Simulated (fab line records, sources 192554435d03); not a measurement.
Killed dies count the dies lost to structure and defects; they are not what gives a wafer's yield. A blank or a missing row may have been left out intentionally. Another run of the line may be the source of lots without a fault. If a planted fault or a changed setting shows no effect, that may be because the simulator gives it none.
fab line records	flow n5_finfet
record lots=5	wafers=15	last_day=16
route steps=1938 shown HKMG_FIN@435 GATE_CUT@465 PASSIVATION@1936
lots with no fault: from the same line, run without faults
start_h: the number of hours between the record's first day and the start of the first shown wafer of the lot	wait_h: hours since the lot's step before	" unchanged from the row above	L1.1+2: one row covering several wafers at once	- either no value or no given start	* or withheld: withheld	< > ~ a bound
route shown NAME@n: names a module that has steps shown in the file, with the first one's number in the route	usual: the fault-free wafers' mean and standard deviation	same: alike in all rows	chamber/n: place in a boat	sites: per-site readings	_std_site: how widely they spread, as a standard deviation	_edge_site: the outer-site mean with the inner-site mean subtracted	radius_mm: how far each site lies from the wafer's centre	mask NAME#n: copy n	behind: the most recent tool/chamber to have shaped the wafer	hold: why the lot went on hold/how many hours it stayed there/how the hold came to an end	device: the n, p or np transistor that did not switch	end of line: the tests these same wafers got at the end of their route	a step with no rows: only its recipe	killed: at the first sort, the dies lost to defects and structure; wafer yield is something else	map: a wafer's dies, marking killed ones x, the rest . and places with no die _
set.NAME: setting as actually run; set.NAME@STEP: the setting as run at that earlier step	model.NAME: the simulator's own value behind a step, which no gauge read
lots at some steps of the route; a table a step, a row a wafer
services: from which hour (start_h, from the record's first day; less than 0 if before it) a tool's chamber was out of use, for how many hours, and why
## steps
# step N5_HKMG_FIN_ETCH_32
# recipe chemistry=N2/H2	target=SOC	target_depth_a=2400	temp_c=40	time_s=300	ion_energy_ev=200	mask_material=SiARC	pressure_mtorr=30	source_w=840	bias_w=150	n2_flow_sccm=200	h2_flow_sccm=200
# step N5_HKMG_FIN_STRIP_33
# recipe chemistry=N2/H2	temp_c=40	n2_flow_sccm=200	h2_flow_sccm=200	rf_frequency_hz=6e+07
# step N5_HKMG_FIN_STRIP_34
# recipe chemistry=CF4	resist=SiARC	power_w=300	bias_power_w=75	pressure_mtorr=50	cf4_flow_sccm=150	rf_frequency_hz=6e+07
# step N5_HKMG_FIN_ETCH_35
# recipe chemistry=N2/H2	target=SOC	target_depth_a=2158	ion_energy_ev=65	bias_w=5	source_w=3000	time_s=243.4	pressure_mtorr=30	n2_flow_sccm=200	h2_flow_sccm=200
# step N5_HKMG_FIN_STRIP_92
# recipe chemistry=N2/H2	material=SOC	time_s=20	power_w=500	temp_c=40	pressure_mtorr=50	rf_frequency_hz=6e+07	bias_power_w=8	h2_frac=0.5	n2_flow_sccm=300	h2_flow_sccm=300
# step N5_HKMG_FIN_WET_ETCH_18
# recipe chemistry=SC1	target=TiN	mix=1:1:5	temp_c=*	time_s=55	target_depth_nm=5.2	dry=ipa_marangoni	rinse_time_s=30	rinse_temp_c=23
# step N5_HKMG_FIN_STRIP_19
# recipe chemistry=N2/H2	power_w=2500	temp_c=300	h2_frac=0.65	time_s=360	pressure_mtorr=withheld	n2_flow_sccm=1750	h2_flow_sccm=3250
# step N5_HKMG_FIN_ALD_91
# recipe material=TiN	target_thk_a=10	temp_c=400	ald_precursor_family=TiCl4	ald_co_reactant=NH3	pulse_time_s=1	purge_time_s=3	co_reactant_purge_time_s=2	co_reactant_pulse_time_s=2	ald_cycles=47	pressure_torr=3
# step N5_HKMG_FIN_COAT_85
# recipe resist=SOC	temp_c=250	time_s=60	spin_rpm=1500	resist_thk_nm=300
# step N5_HKMG_FIN_ETCH_86
# recipe chemistry=N2/H2	target=SOC	target_depth_a=3932	stop_on=TiN	ion_energy_ev=100	bias_w=61	pressure_mtorr=30	source_w=850	n2_flow_sccm=200	h2_flow_sccm=200
# usual drypump_motor_current_A=5.61/0.27	n2_flow_sccm=200.1/0.56	oes_product_au=0.78/0.084	rf_vpp_V=240.3/1.1	showerhead_plenum_p_Torr=2.51/0.066	throttle_valve_pct=17.9/0.3
lot.wafer	tool	chamber	start_h	wait_h	drypump_motor_current_A	n2_flow_sccm	oes_product_au	rf_hours_counter_h	rf_vpp_V	showerhead_plenum_p_Torr	throttle_valve_pct
L460.1	rie_diel-02	1	76.87	-	5.22	200.7	0.78	94	239.9	2.47	18.2
L460.2	"	2	"	"	5.69	201.5	0.73	174	239.8	2.53	18.1
L460.6	"	3	"	"	5.79	200.0	0.69	-	239.7	2.53	18.3
L461.4	rie_diel-03	2	86.98	-	5.71	200.7	0.95	13	240.5	2.58	17.4
L461.5	"	3	"	"	5.84	199.1	0.76	-	240.9	2.54	17.7
L461.6	"	2	"	"	5.70	200.1	0.96	-	242.2	2.58	17.4
L462.1	rie_diel-02	3	89.41	-	5.76	199.9	0.69	238	240.0	2.53	18.3
L462.4	"	2	"	"	5.70	200.8	0.73	177	241.2	2.52	18.1
L462.5	"	2	"	"	5.69	200.4	0.72	-	241.8	2.52	18.1
L473.4	rie_diel-06	3	158.47	-	5.93	201.0	0.70	212	239.8	2.41	17.9
L473.5	"	0	"	"	6.05	199.8	0.89	-	239.6	2.47	17.5
L473.6	"	3	"	"	5.94	200.3	0.70	-	238.8	2.41	17.9
L478.1	rie_diel-06	1	190.44	-	5.40	200.6	0.88	36	241.5	2.60	17.7
L478.3	"	0	"	"	6.01	200.2	0.88	38	239.9	2.47	17.5
L478.6	"	1	"	"	5.42	200.8	0.88	-	241.0	2.60	17.7
# step N5_HKMG_FIN_STRIP_89
# recipe chemistry=N2/H2	material=SOC	time_s=20	power_w=500	temp_c=40	pressure_mtorr=50	rf_frequency_hz=6e+07	bias_power_w=8	h2_frac=0.5	n2_flow_sccm=300	h2_flow_sccm=300
# step N5_HKMG_FIN_WET_ETCH_87
# recipe chemistry=SC1	target=TiN	mix=1:2:40	temp_c=50	time_s=154.2	target_depth_nm=4.7	dry=ipa_marangoni	rinse_time_s=30	rinse_temp_c=23
# step N5_HKMG_FIN_STRIP_88
# recipe chemistry=N2/H2	power_w=2500	temp_c=300	h2_frac=0.65	time_s=360	pressure_mtorr=withheld	n2_flow_sccm=1750	h2_flow_sccm=3250
# usual drypump_motor_current_A=5.4/0.63	heater_power_w=431/11	n2_flow_sccm=1750/5.6	temp_c=300.01/0.17
lot.wafer	tool	chamber	start_h	wait_h	drypump_motor_current_A	heater_power_w	n2_flow_sccm	rf_hours_counter_h	temp_c
L460.1	plasma_asher-01	1	77.17	0.1	4.7	434	1759	37	300.03
L460.2	"	0	"	"	5.9	443	1744	37	299.97
L460.6	"	1	"	"	4.8	448	1751	-	299.93
L461.4	plasma_asher-02	0	87.35	0.1	4.8	416	1741	-	300.13
L461.5	"	0	"	"	4.8	401	1744	-	300.20
L461.6	"	1	"	"	6.2	426	1751	-	299.89
L462.1	plasma_asher-02	0	89.66	0.0	4.8	418	1745	92	300.03
L462.4	"	1	"	"	6.2	448	1753	-	300.13
L462.5	"	0	"	"	4.8	405	1745	-	299.59
L473.4	plasma_asher-01	1	158.84	0.1	4.7	443	1761	-	300.31
L473.5	"	1	"	"	4.7	436	1757	-	300.12
L473.6	"	0	"	"	5.9	435	1757	-	299.88
L478.1	plasma_asher-02	1	190.69	0.0	6.2	431	1752	107	299.77
L478.3	"	1	"	"	6.2	417	1752	-	299.74
L478.6	"	0	"	"	4.8	415	1757	-	300.08
# step N5_HKMG_FIN_NWFM_ALD_20
# recipe material=TiAlC	target_thk_a=20	temp_c=300	ald_precursor_family=TiCl4	ald_co_reactant=TEA	pulse_time_s=3	purge_time_s=2	co_reactant_purge_time_s=2	co_reactant_pulse_time_s=10	ald_cycles=7	pressure_torr=3
# usual heater_power_w=498/34	precursor_pulse_height_rel=0.997/0.016
lot.wafer	tool	chamber	start_h	wait_h	heater_power_w	precursor_pulse_height_rel
L460.1	ald_metal-04	2	77.56	0.3	471	1.022
L460.2	"	1	"	"	531	0.989
L460.6	"	3	"	"	486	0.999
L461.4	ald_metal-02	1	87.62	0.1	524	1.025
L461.5	"	0	"	"	484	0.952
L461.6	"	3	"	"	471	1.022
L462.1	ald_metal-04	0	90.05	0.3	486	1.016
L462.4	"	1	"	"	533	1.014
L462.5	"	2	"	"	459	1.008
L473.4	ald_metal-02	3	159.11	0.1	466	0.997
L473.5	"	3	"	"	472	0.990
L473.6	"	0	"	"	481	1.017
L478.1	ald_metal-03	3	191.07	0.3	528	0.990
L478.3	"	2	"	"	602	1.017
L478.6	"	2	"	"	585	1.001
# step N5_HKMG_FIN_ALD_71
# recipe material=TiN	target_thk_a=10	temp_c=400	ald_precursor_family=TiCl4	ald_co_reactant=NH3	pulse_time_s=1	purge_time_s=3	co_reactant_purge_time_s=2	co_reactant_pulse_time_s=2	ald_cycles=47	pressure_torr=3
# usual heater_power_w=889/62	precursor_pulse_height_rel=1.000/0.019
lot.wafer	tool	chamber	start_h	wait_h	heater_power_w	precursor_pulse_height_rel
L460.1	ald_metal-04	2	77.66	0.0	845	0.996
L460.2	"	1	"	"	952	0.980
L460.6	"	3	"	"	898	0.992
L461.4	ald_metal-02	1	87.72	0.0	953	1.043
L461.5	"	0	"	"	848	0.984
L461.6	"	3	"	"	875	1.016
L462.1	ald_metal-04	0	90.15	0.0	833	1.028
L462.4	"	1	"	"	921	0.999
L462.5	"	2	"	"	816	1.016
L473.4	ald_metal-02	3	159.21	0.0	852	0.996
L473.5	"	3	"	"	895	0.970
L473.6	"	0	"	"	865	1.008
L478.1	ald_metal-03	3	191.17	0.0	932	1.016
L478.3	"	2	"	"	1013	0.975
L478.6	"	2	"	"	1041	0.984
# step N5_HKMG_FIN_COAT_66
# recipe resist=SOC	temp_c=250	time_s=60	spin_rpm=1500	resist_thk_nm=300
# step N5_HKMG_FIN_ETCH_67
# recipe chemistry=N2/H2	target=SOC	target_depth_a=3889	stop_on=TiN	ion_energy_ev=100	bias_w=61	pressure_mtorr=30	source_w=850	n2_flow_sccm=200	h2_flow_sccm=200
# usual drypump_motor_current_A=5.63/0.29	n2_flow_sccm=199.9/0.61	oes_product_au=0.79/0.083	rf_vpp_V=240.3/1.3	showerhead_plenum_p_Torr=2.51/0.071	throttle_valve_pct=17.87/0.3
lot.wafer	tool	chamber	start_h	wait_h	drypump_motor_current_A	n2_flow_sccm	oes_product_au	rf_hours_counter_h	rf_vpp_V	showerhead_plenum_p_Torr	throttle_valve_pct
L460.1	rie_diel-06	2	78.19	-	5.54	200.7	0.90	39	241.0	2.61	17.94
L460.2	"	0	"	"	6.08	199.3	0.91	7	239.4	2.48	17.42
L460.6	"	2	"	"	5.54	200.7	0.90	-	241.3	2.61	17.92
L461.4	rie_diel-02	0	88.15	-	5.69	199.0	0.73	178	238.9	2.46	18.28
L461.5	"	1	"	"	5.24	199.8	0.78	-	240.3	2.47	18.22
L461.6	"	0	"	"	5.68	200.0	0.73	-	240.1	2.46	18.30
L462.1	rie_diel-02	2	90.49	-	5.72	198.7	0.73	178	240.2	2.52	18.05
L462.4	"	1	"	"	5.20	199.7	0.77	98	240.0	2.47	18.23
L462.5	"	2	"	"	5.70	199.8	0.73	-	241.5	2.52	18.08
L473.4	rie_diel-02	2	159.55	-	5.66	199.9	0.71	208	240.6	2.51	18.12
L473.5	"	0	"	"	5.70	199.9	0.71	-	238.8	2.45	18.33
L473.6	"	1	"	"	5.23	200.7	0.75	-	238.6	2.46	18.26
L478.1	rie_diel-03	2	191.51	-	5.71	200.2	0.86	50	240.5	2.56	17.45
L478.3	"	3	"	"	5.93	199.2	0.70	170	242.8	2.53	17.76
L478.6	"	0	"	"	5.09	201.0	0.68	-	242.4	2.62	17.77
# step N5_HKMG_FIN_STRIP_90
# recipe chemistry=N2/H2	material=SOC	time_s=20	power_w=500	temp_c=40	pressure_mtorr=50	rf_frequency_hz=6e+07	bias_power_w=8	h2_frac=0.5	n2_flow_sccm=300	h2_flow_sccm=300
# step N5_HKMG_FIN_WET_ETCH_73
# recipe chemistry=SC1	mix=1:2:40	temp_c=50	time_s=42.3	target_depth_nm=1.3	dry=ipa_marangoni	rinse_time_s=30	rinse_temp_c=23
# step N5_HKMG_FIN_ETCHBACK_68
# recipe chemistry=Cl2/Ar	stop_on=HfO2	target_depth_a=5	pressure_mtorr=10	icp_w=600	bias_w=60	Cl2_flow_sccm=40	Ar_flow_sccm=60
# step N5_HKMG_FIN_STRIP_69
# recipe chemistry=N2/H2	power_w=2500	temp_c=300	h2_frac=0.65	time_s=360	pressure_mtorr=withheld	n2_flow_sccm=1750	h2_flow_sccm=3250
# step N5_HKMG_FIN_ALD_21
# recipe material=TiN	target_thk_a=15	temp_c=400	ald_precursor_family=TiCl4	ald_co_reactant=NH3	pulse_time_s=1	purge_time_s=3	co_reactant_purge_time_s=2	co_reactant_pulse_time_s=2	ald_cycles=68	pressure_torr=3
# step N5_HKMG_FIN_ALD_72
# recipe material=W	target_thk_a=20	temp_c=300	pressure_torr=7.5	ald_precursor_family=WF6	ald_co_reactant=B2H6	pulse_time_s=1	purge_time_s=2	co_reactant_purge_time_s=2	co_reactant_pulse_time_s=3	ald_cycles=7
# step N5_HKMG_FIN_W_FILL_22
# recipe material=W	target_thk_a=600	temp_c=400	pressure_torr=39.4	time_s=18.2
# step N5_HKMG_FIN_PRECLEAN_83
# recipe chemistry=DIW	time_s=57.5	temp_c=23
# step N5_HKMG_FIN_SRD_84
# recipe dry_time_s=32	dry=n2_spin	spin_rpm=1500
# step N5_HKMG_FIN_CMP_23
# recipe stop_on=SiNx	t_overpolish_s=10	post_cmp_clean=rinse_only	down_force_psi=4	platen_rpm=50.289	pad_velocity_m_s=1.0006	target_thk_nm=46.326
# step N5_HKMG_FIN_CMP_94
# recipe stop_on=SiNx	post_cmp_clean=w_dilute_nh4oh	t_overpolish_s=4.7	down_force_psi=4	platen_rpm=50.289	pad_velocity_m_s=1.0006	target_thk_nm=43.299
# step N5_GATE_CUT_ETCHBACK_00
# recipe chemistry=SF6/Cl2	target=W	pressure_mtorr=8	icp_w=900	bias_w=80	SF6_flow_sccm=40	Cl2_flow_sccm=60
# step N5_GATE_CUT_ETCH_56
# recipe chemistry=Cl2/Ar	target=TiN	target_depth_a=216	pressure_mtorr=10	icp_w=600	bias_w=60	Cl2_flow_sccm=40	Ar_flow_sccm=60
# step N5_GATE_CUT_ETCHBACK_30
# recipe chemistry=Cl2/Ar	target=TiN	target_depth_a=30	mode=isotropic	pressure_mtorr=10	icp_w=600	bias_w=60	Cl2_flow_sccm=40	Ar_flow_sccm=60
# step N5_GATE_CUT_VAPOR_ETCH_60
# recipe chemistry=BCl3/Cl2	target=HfO2	mode=isotropic
# step N5_GATE_CUT_ETCH_58
# recipe chemistry=CH3F/O2	target=SiNx	target_depth_a=170	time_s=128.6	ion_energy_ev=50	pressure_mtorr=30	source_w=415	bias_w=21	Ar_flow_sccm=150	CH3F_flow_sccm=30	O2_flow_sccm=20
# step N5_GATE_CUT_STRIP_59
# recipe chemistry=N2/H2	time_s=20	power_w=100	temp_c=40	pressure_mtorr=100	rf_frequency_hz=6e+07	bias_power_w=3	n2_flow_sccm=300	h2_flow_sccm=300
# step N5_GATE_CUT_PRECLEAN_31
# recipe temp_c=23	chemistry=DIW	time_s=300
# step N5_GATE_CUT_SRD_32
# recipe time_s=30	temp_c=23	rinse_liquid=diw	dry=ipa_marangoni
# step N5_GATE_CUT_SAC_CAP_01
# recipe material=SiNx	target_thk_a=240	temp_c=400	ald_precursor_family=SiH2I2	ald_co_reactant=N2/H2-plasma	pulse_time_s=1	ald_cycles=480	purge_time_s=2	co_reactant_purge_time_s=2	pressure_torr=2
# usual heater_power_w=812/63	precursor_pulse_height_rel=0.998/0.021
lot.wafer	tool	chamber	start_h	wait_h	heater_power_w	precursor_pulse_height_rel
L460.1	ald_sin-03	3	80.82	0.0	891	0.959
L460.2	"	0	"	"	850	1.044
L460.6	"	3	81.91	1.1	895	1.048
L461.4	ald_sin-04	1	90.83	0.0	815	1.001
L461.5	"	2	91.92	1.1	865	1.017
L461.6	"	1	"	"	815	0.999
L462.1	ald_sin-03	2	93.14	0.0	828	0.998
L462.4	"	1	"	"	720	0.951
L462.5	"	3	94.23	1.1	892	1.033
L473.4	ald_sin-01	3	163.64	1.1	776	1.014
L473.5	"	2	"	"	821	0.987
L473.6	"	0	"	"	668	0.968
L478.1	ald_sin-04	1	194.17	0.0	812	1.025
L478.3	"	3	"	"	797	1.020
L478.6	"	2	195.25	1.1	873	1.011
# step N5_GATE_CUT_PECVD_57
# recipe material=SiNx	target_thk_a=210	temp_c=400	precursor=SiH4/NH3/N2	pressure_torr=1.5	rf_w=300
# step N5_GATE_CUT_CMP_02
# recipe stop_on=SiO2	t_overpolish_s=12.7	post_cmp_clean=alkaline_brush	down_force_psi=2.5	platen_rpm=51.8	pad_velocity_m_s=1.0307	target_thk_nm=0
# step N5_PASSIVATION_PROBE_49
# usual killed_at_M0_to_M3=34/8.9	killed_at_M4_up=13/4.6	killed_at_contacts=12/5.5	killed_at_front_end=41/11	killed_at_other=3.1/2.9	killed_dies=102/16	killed_on_rim=13/4.2	killed_open=66/11	killed_short=34/7.6
# same gross_dies=1180	killed_at_back_side=0
lot.wafer	tool	chamber	start_h	wait_h	killed_at_M0_to_M3	killed_at_M4_up	killed_at_contacts	killed_at_front_end	killed_at_other	killed_dies	killed_on_rim	killed_open	killed_short
L462.1	prober-01	-	277.52	0.0	52	19	9	43	0	123	12	72	49
L462.4	prober-01	-	277.67	0.2	33	19	5	26	6	89	12	58	30
L462.5	prober-01	-	277.72	0.2	38	8	10	26	1	83	7	61	21
L473.6	prober-02	-	346.47	0.3	36	11	8	105	1	161	31	44	40
L478.1	prober-02	-	374.30	0.0	47	9	12	40	1	109	25	74	34
L478.3	prober-02	-	374.40	0.1	26	6	5	28	1	66	11	43	22
L478.6	prober-02	-	374.55	0.3	26	8	8	37	1	80	13	52	24
# killed by level:class
L462.1 BEOL_M0_SAQP:geometric_particle:open=12 BEOL_M3:geometric_particle:open=12 FIN_SAQP:geometric_particle:short=10 MOL_CONTACT_COAG:geometric_particle:open=9 BEOL_M0_SAQP:geometric_particle:short=9 FIN_SAQP:geometric_particle:open=7 GATE_CUT:geometric_particle:short=7 BEOL_M4:geometric_particle:open=6
L462.4 BEOL_M2:geometric_particle:open=11 BEOL_M4:geometric_particle:open=8 BEOL_M3:geometric_particle:open=6 GATE_CUT:geometric_particle:open=5 GATE_CUT:geometric_particle:short=5 BEOL_M0_SAQP:geometric_particle:short=5 FIN_SAQP:geometric_particle:open=4 FIN_SAQP:geometric_particle:short=4
L462.5 BEOL_M3:geometric_particle:open=19 FIN_SAQP:geometric_particle:open=10 MOL_CONTACT_COAG:geometric_particle:open=9 FIN_SAQP:geometric_particle:short=6 BEOL_M1:geometric_particle:open=5 BEOL_M0_SAQP:geometric_particle:open=3 BEOL_M2:geometric_particle:open=3 BEOL_M5:geometric_particle:open=3
L473.6 HKMG_FIN:unspecified=77 BEOL_M0_SAQP:geometric_particle:short=16 FIN_SAQP:geometric_particle:open=7 MOL_CONTACT_COAG:geometric_particle:open=7 BEOL_M0_SAQP:geometric_particle:open=7 STI_FIN_REVEAL:geometric_particle:open=5 BEOL_M1:geometric_particle:short=5 FIN_SAQP:geometric_particle:short=4
L478.1 FIN_SAQP:geometric_particle:open=13 BEOL_M1:geometric_particle:open=12 MOL_CONTACT_COAG:geometric_particle:open=11 BEOL_M3:geometric_particle:open=10 FIN_SAQP:geometric_particle:short=7 BEOL_M0_SAQP:geometric_particle:short=6 BEOL_M2:geometric_particle:open=6 STI_FIN_REVEAL:geometric_particle:open=5
L478.3 BEOL_M1:geometric_particle:open=9 FIN_SAQP:geometric_particle:open=7 FIN_SAQP:geometric_particle:short=5 BEOL_M3:geometric_particle:open=5 STARTING-WAFER:geometric_particle:short=5 MOL_CONTACT_COAG:geometric_particle:open=4 BEOL_M1:geometric_particle:short=4 BEOL_M4:geometric_particle:open=3
L478.6 FIN_SAQP:geometric_particle:short=6 DUMMY_GATE:geometric_particle:open=6 GATE_CUT:geometric_particle:open=6 BEOL_M0_SAQP:geometric_particle:open=6 BEOL_M3:geometric_particle:open=6 GATE_CUT:geometric_particle:short=5 MOL_CONTACT_COAG:geometric_particle:open=5 BEOL_M2:geometric_particle:open=5
# map L473.6 (x killed, . not)
_________________....x.......________________
______________.........x.....x.._____________
___________.x..............x.......__________
__________.....xx.x...........x....._________
________.............................x_______
_______........x....x...........x......______
______.x........x......................._____
_____..........x..x.........x...x...x....____
____...x....x.............x.x.............___
___..............................x.....x...__
___.....................x..x.......x.......__
__.............x................x.x......xx._
__......x......x....x......x................_
_.x...x......x...........................xxxx
_.................x..........x...........xxxx
_.................................x....x.xxxx
_.....................................xxxxxxx
_...........x........................xxxxxxxx
_...........x.........x......x.......xxxxxxxx
_..x...............x...............x.xxxxxxxx
_.....x...............................xxxxxxx
__..............x..........x.....x..x.xxxxxx_
__............x.............x..x..x..xxxxxxx_
___x................x............x....xxxxx__
___.....x.....xx..............x.......xxxxx__
____....................................x.___
_____...xxx...................x..........____
______.................................._____
_______x.x........x............xxx.....______
________............x..........x......_______
__________.......x.................x_________
___________........................__________
______________x...........x..x.._____________
_________________....xx......________________
# map L460.1 (x killed, . not)
_________________x...x.......________________
______________.........x..x....._____________
___________........................__________
__________.........xx.x..........x.._________
________......x......................._______
_______...x..................x..x......______
______...x.............................._____
_____.............x......x.x.............____
____....x...................x.x.....x.....___
___.......................x...x...........x__
___.........x.............x.............x..__
__....xxxx................x....xx..........._
__...........x.x.x.................x........_
_...xx...............x.......x...............
_.............x................x.....xx......
_...x....x.....x.....x...x...................
_x................x.......xxx...x............
_................x.x........x............x...
_.x.....x.....x....x.....x.........x.......x.
_....x.....x........................x........
_.........x.........x............x.........x.
__...............x........x................._
__.............x.x..x......x...........x...._
___....x.....x.............................__
___..xx....x...............................__
____....x...............x........x......x.___
_____x..x.........................x......____
______.................x.......x........_____
_______...x.....................x......______
________.....x..x..............x...xx._______
__________......x..x.x.......xx....._________
___________.........xx.x......xx...__________
______________.................._____________
_________________........x...________________
## services
tool	chamber	start_h	hours	kind
ald_sin-01	0	57.93	6.9	repair
ald_metal-04	-	60.26	8.7	pm
ald_metal-03	3	61.44	3.0	repair
rie_diel-03	-	61.54	5.7	repair
rie_diel-02	0	68.45	6.2	repair
plasma_asher-01	-	84.16	4.3	pm
ald_metal-03	1	86.04	14.5	repair
ald_sin-01	2	86.81	36.7	repair
rie_diel-02	-	91.15	2.8	pm
rie_diel-06	0	91.22	16.7	repair
plasma_asher-02	-	101.08	0.9	repair
ald_metal-03	0	105.20	1.5	repair
ald_sin-03	2	111.45	3.5	repair
rie_diel-02	1	112.26	2.7	repair
rie_diel-02	3	116.22	-	clean
ald_sin-04	3	118.43	18.7	repair
plasma_asher-02	-	121.91	15.6	pm
ald_metal-04	-	125.67	0.7	repair
ald_metal-02	2	133.25	9.4	repair
plasma_asher-02	-	140.75	5.2	repair
rie_diel-06	3	143.16	8.3	repair
ald_metal-03	0	172.35	26.0	repair
rie_diel-06	-	174.34	14.6	pm
ald_sin-03	-	176.92	14.0	pm
## key
first_sign step=N5_PASSIVATION_PROBE_49	reading=killed_at_front_end	direction=up	sigmas=5.6	usual=41	struck=105
effect step=N5_PASSIVATION_PROBE_49	reading=killed_dies	direction=up	sigmas=3.7	usual=102	struck=161
more_kills_born_at N5_HKMG_FIN_STRIP_88@plasma_asher-01=77
met_at N5_HKMG_FIN_STRIP_88
struck_wafers L473.6
tester_left_out L473
onset_between 77.17 158.84
fault kind=chamber_particle_source	tool=plasma_asher-01	chamber=0	onset_h=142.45	steps=N5_HKMG_FIN_STRIP_88	rate_per_visit_cm2=1.9082	end_h=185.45
# tester_left_out: of these lots the tester's yield and bins aren't shown, on N5 and GAA mostly nor the transistor test; their killed dies are dies lost to structure and defects alone, not to doping, threshold or leakage, so they don't give the yield
